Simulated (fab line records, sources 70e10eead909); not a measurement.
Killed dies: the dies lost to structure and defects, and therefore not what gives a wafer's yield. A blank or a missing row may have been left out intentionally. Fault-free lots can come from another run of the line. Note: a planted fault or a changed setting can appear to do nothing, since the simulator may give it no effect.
A lot that was struck, set against a sound lot | flow nand-harc | 15 steps out of a route of 1302
Sound: wafers L845.4, L845.5, L845.6. Struck: wafer L855.1 (left out: L855.2, L855.5 of the same lot, which were not struck); the cause appears at the end.
Order at every step that has rows: each side's tool, ch and its chambers, its first start. Under that, the readings that differ: sound wafers | struck wafers | difference of the means | sigmas: that difference in standard deviations of wafers without a fault.
alike: readings whose means differ by less than 2 such deviations, and words and numbers that are the same on both sides. not compared: withheld readings, readings that some wafer has no value for, bounds like >300 that may hide the same value, and numbers for which the record gives no deviation and whose values overlap.
A row with sigmas, a row that says differs or no value, or rows on one side alone: a step with any of these is where the two part. Numbers that don't overlap but have no deviation are shown without sigmas and don't part them. A reading that every wafer of one side lacks parts them only if that side has two wafers or more.

first, 2 steps without rows for these wafers: NHARC_A_CHANNEL_HOLE_D1_ETCH_19 (etches the open film in C4F8/O2/Ar, time 34.5 s); NHARC_A_CHANNEL_HOLE_D1_ETCH_20 (etches the open film in C4F8/O2/Ar, time 361.9 s, target depth 1600 nm).
NHARC_A_CHANNEL_HOLE_D1_ETCH_21: etches the open film in C4F8/O2/Ar, time 514.3 s, target depth 1600 nm.
  sound on har-etch-01 ch 0,1, day 13 09:37; struck on har-etch-02 ch 0, day 17 18:50
  reading                         | sound          | struck | difference                   | sigmas
  rf-hours-counter-h (h)          | - - -          | 8      | no value on the sound wafers |
  showerhead-plenum-p-Torr (Torr) | 3.56 3.69 3.56 | 3.93   | +0.33                        | +3
  alike: drypump-motor-current-A, o2-flow-sccm, throttle-valve-pct
NHARC_A_CHANNEL_HOLE_D1_ETCH_22: etches the open film in C4F8/O2/Ar, time 666.7 s, target depth 1600 nm.
  sound on har-etch-01 ch 0,1, day 13 10:06; struck on har-etch-02 ch 0, day 17 19:16
  reading                         | sound          | struck | difference                   | sigmas
  rf-hours-counter-h (h)          | - - -          | 9      | no value on the sound wafers |
  showerhead-plenum-p-Torr (Torr) | 3.56 3.69 3.56 | 3.93   | +0.33                        | +3
  alike: drypump-motor-current-A, o2-flow-sccm, throttle-valve-pct
then, 1 step without rows for these wafers: NHARC_A_CHANNEL_HOLE_D1_ETCH_23 (etches the open film in C4F8/O2/Ar, time 819 s, target depth 1600 nm).
NHARC_A_CHANNEL_HOLE_D1_ETCH_24: etches the open film in C4F8/O2/Ar, time 906.2 s, target depth 1500 nm.
  sound on har-etch-01 ch 0,1, day 13 11:25; struck on har-etch-02 ch 0, day 17 20:33
  reading                         | sound          | struck | difference                   | sigmas
  rf-hours-counter-h (h)          | - - -          | 10     | no value on the sound wafers |
  showerhead-plenum-p-Torr (Torr) | 3.55 3.69 3.55 | 3.92   | +0.32                        | +3
  alike: drypump-motor-current-A, o2-flow-sccm, throttle-valve-pct
NHARC_A_CHANNEL_HOLE_D1_ETCH_25: etches the open film in C4F8/O2/Ar, time 1040.2 s, target depth 1500 nm.
  sound on har-etch-01 ch 0,1, day 13 12:13; struck on har-etch-02 ch 0, day 17 21:19
  reading                         | sound          | struck | difference                   | sigmas
  rf-hours-counter-h (h)          | - - -          | 11     | no value on the sound wafers |
  showerhead-plenum-p-Torr (Torr) | 3.55 3.69 3.55 | 3.92   | +0.32                        | +3
  alike: drypump-motor-current-A, o2-flow-sccm, throttle-valve-pct
then, 1 step without rows for these wafers: NHARC_A_CHANNEL_HOLE_D1_ETCH_26 (etches the open film in C4F8/O2/Ar, time 224.1 s, target depth 300 nm).
NHARC_A_CHANNEL_HOLE_D1_ETCH_33: etches the open film in C4F8/O2/Ar, time 90 s, target depth 400 nm.
  sound on har-etch-01 ch 0,1, day 13 13:04; struck on har-etch-02 ch 0, day 17 22:23
  reading                         | sound          | struck | difference                   | sigmas
  rf-hours-counter-h (h)          | - - -          | 12     | no value on the sound wafers |
  showerhead-plenum-p-Torr (Torr) | 3.59 3.73 3.59 | 3.97   | +0.33                        | +3
  alike: drypump-motor-current-A, o2-flow-sccm, throttle-valve-pct
then, 3 steps without rows for these wafers: NHARC_A_CHANNEL_HOLE_D1_STRIP_41 (strips in N2/H2); NHARC_A_CHANNEL_HOLE_D1_STRIP_42 (strips in CF4/CHF3); NHARC_A_CHANNEL_HOLE_D1_STRIP_43 (strips in O2/COS).
NHARC_A_CHANNEL_HOLE_D1_ETCH_44: etches the open film in CF4/O2, target depth 140 nm, overetch 14 nm, time 77 s.
  sound on rie-diel-11 ch 2,3, day 13 13:46; struck on rie-diel-11 ch 2, day 17 23:09
  reading               | sound             | struck | difference | sigmas
  oes-product-au (a.u.) | 1.012 1.001 1.001 | 0.926  | -0.079     | -6
  alike: drypump-motor-current-A, o2-flow-sccm, rf-vpp-V, showerhead-plenum-p-Torr, throttle-valve-pct
  not compared: rf-hours-counter-h
then, 1 step without rows for these wafers: NHARC_A_CHANNEL_HOLE_D1_STRIP_27 (strips in O2).
-- jump in the record: it breaks off in module A_CHANNEL_HOLE_D1 and resumes in module END (first step shown: number 1302 of the route), and 15 days separate the struck wafers' starts before and after --
NHARC_END_SORT_01:
  here the record holds rows for the struck wafers (prober-01 ch 0, day 33 10:34) but none for the sound ones

## WHERE THEY PART
At NHARC_A_CHANNEL_HOLE_D1_ETCH_21 first; at NHARC_END_SORT_01 last (within this record only).

WHY: what had been put in by the simulator
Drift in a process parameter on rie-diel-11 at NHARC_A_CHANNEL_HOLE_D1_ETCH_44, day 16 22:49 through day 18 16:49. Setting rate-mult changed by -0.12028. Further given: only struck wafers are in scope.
